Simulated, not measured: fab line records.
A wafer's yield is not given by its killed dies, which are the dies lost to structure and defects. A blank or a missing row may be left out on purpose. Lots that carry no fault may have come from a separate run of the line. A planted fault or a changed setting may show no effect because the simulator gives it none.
One fault through the eyes of 3 desks ; flow n5Finfet ; only its own numbers are on each desk; what lay behind them is given at the end

## THE DEFECT DESK
Counts from the inspections along the route, per lot, as means over the sampled wafers that have a number. If a lot's mean is further than 4 standard deviations from the usual mean, the lot is out of limits and carries the mark OUT (the distance appears in the brackets).
Columns: A = rawDefectCount at N5_WELL_APT_INSPECT_38, usual 13
lot;first seen here;A
L887;day 1 16:28;9
L889;day 2 04:34;10
L897;day 4 04:58;11
L898;day 4 11:14;14
L901;day 5 05:08;10
L904;day 5 22:43;11
L905;day 6 05:19;12
L909;day 7 04:40;16
L910;day 7 10:55;12
This desk found nothing out of limits on any of the 9 lots.

## AT THE TOOL OWNER'S DESK: rieSi-02
The tool's own readings at N5_PMOS_HMC_CHANNEL_EPI_FIN_RECESS_16 (chemistry HBr/Cl2, target Si, target depth 54 nm, time 18 s): means of the sampled wafers that have a number, for each lot that ran on this tool. If a lot's mean is further than 4 standard deviations from the usual mean, the lot is out of limits and carries the mark OUT (the distance appears in the brackets).
Columns: A = drypumpMotorCurrentA at N5_PMOS_HMC_CHANNEL_EPI_FIN_RECESS_16, usual 5.5 A; B = oesProductAu at N5_PMOS_HMC_CHANNEL_EPI_FIN_RECESS_16, usual 1.000 a.u.; C = throttleValvePct at N5_PMOS_HMC_CHANNEL_EPI_FIN_RECESS_16, usual 35.33 %
lot;first seen here;A;B;C
L887;day 1 17:27;6.3;1.018;35.26
L897;day 4 06:11;5.7;0.994;35.23
L898;day 4 12:13;5.2;0.987;35.27
L901;day 5 06:19;5.7;0.990;35.24
L905;day 6 06:45;4.8;0.978;35.19
This desk found nothing out of limits on any of the 5 lots.

## THE METROLOGY DESK
What the gauges read for every lot (on any tool): the sampled wafers with a number, averaged. If a lot's mean is further than 4 standard deviations from the usual mean, the lot is out of limits and carries the mark OUT (the distance appears in the brackets). 7 of its 13 readings are shown: the first one out of limits and those lying furthest out on some lot.
Columns: A = HMC_CMP_THK at N5_PMOS_HMC_CHANNEL_EPI_THK_MEAS_22, usual 54.3 nm; B = CJ_P at N5_BEOL_M4_RC_MEAS_101, usual 5.76; C = DIBL_P at N5_BEOL_M4_RC_MEAS_101, usual 36.4 mV/V; D = IOFF_N at N5_BEOL_M4_RC_MEAS_101, usual 0.164 nA/um; E = IOFF_P at N5_BEOL_M4_RC_MEAS_101, usual 0.214 nA/um; F = ION_N at N5_BEOL_M4_RC_MEAS_101, usual 675 uA/um; G = VT_P at N5_BEOL_M4_RC_MEAS_101, usual -250.1 mV
lot;first seen here;A;B;C;D;E;F;G
L887;day 1 16:55;54.3;5.81;36.1;0.146;0.181;671;-255.4
L889;day 2 05:01;55.1;5.60;37.2;0.166;0.217;682;-249.9
L897;day 4 05:17;54.4;5.72;35.9;0.176;0.237;675;-249.5
L898;day 4 11:40;55.3;5.38;35.8;0.168;0.244;682;-246.7
L901;day 5 05:35;57.2 (+4.8) OUT;5.19 (-4.0) OUT;39.2;0.190;0.267;677;-248.9
L904;day 5 23:09;54.7;5.63;38.5;0.225;0.242;699;-248.2
L905;day 6 05:46;59.0 (+7.6) OUT;4.42 (-9.5) OUT;37.3;0.179;0.252;680;-247.0
L909;day 7 05:07;54.8;5.63;36.4;0.151;0.212;665;-250.1
L910;day 7 11:22;54.9;5.57;36.7;0.174;0.218;676;-250.6
Per this desk, out of limits: L901, L905; the first was L901, day 5 08:07 (HMC_CMP_THK at N5_PMOS_HMC_CHANNEL_EPI_THK_MEAS_22). In limits: L887, L889, L897, L898, L904, L909, L910.

## BROUGHT TOGETHER
At day 5 08:07 the metrology desk could have sounded an alarm, on L901, L905.
Nothing the defect desk looked at was out of limits.
The desk of the tool owner found nothing out of limits.
The defect desk has L901, L905 on record, within its limits.
Tool owner's desk: L901, L905 on record, inside its limits.
Every lot named ran N5_PMOS_HMC_CHANNEL_EPI_FIN_RECESS_16 on rieSi-02.

## WHAT HAD BEEN PUT IN BY THE SIMULATOR
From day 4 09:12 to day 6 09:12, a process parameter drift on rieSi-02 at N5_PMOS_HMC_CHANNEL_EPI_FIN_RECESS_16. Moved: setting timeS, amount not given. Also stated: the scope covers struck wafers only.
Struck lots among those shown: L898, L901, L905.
Time in hours between the start of the fault and the first out-of-limits reading at each desk: metrology desk, 23.
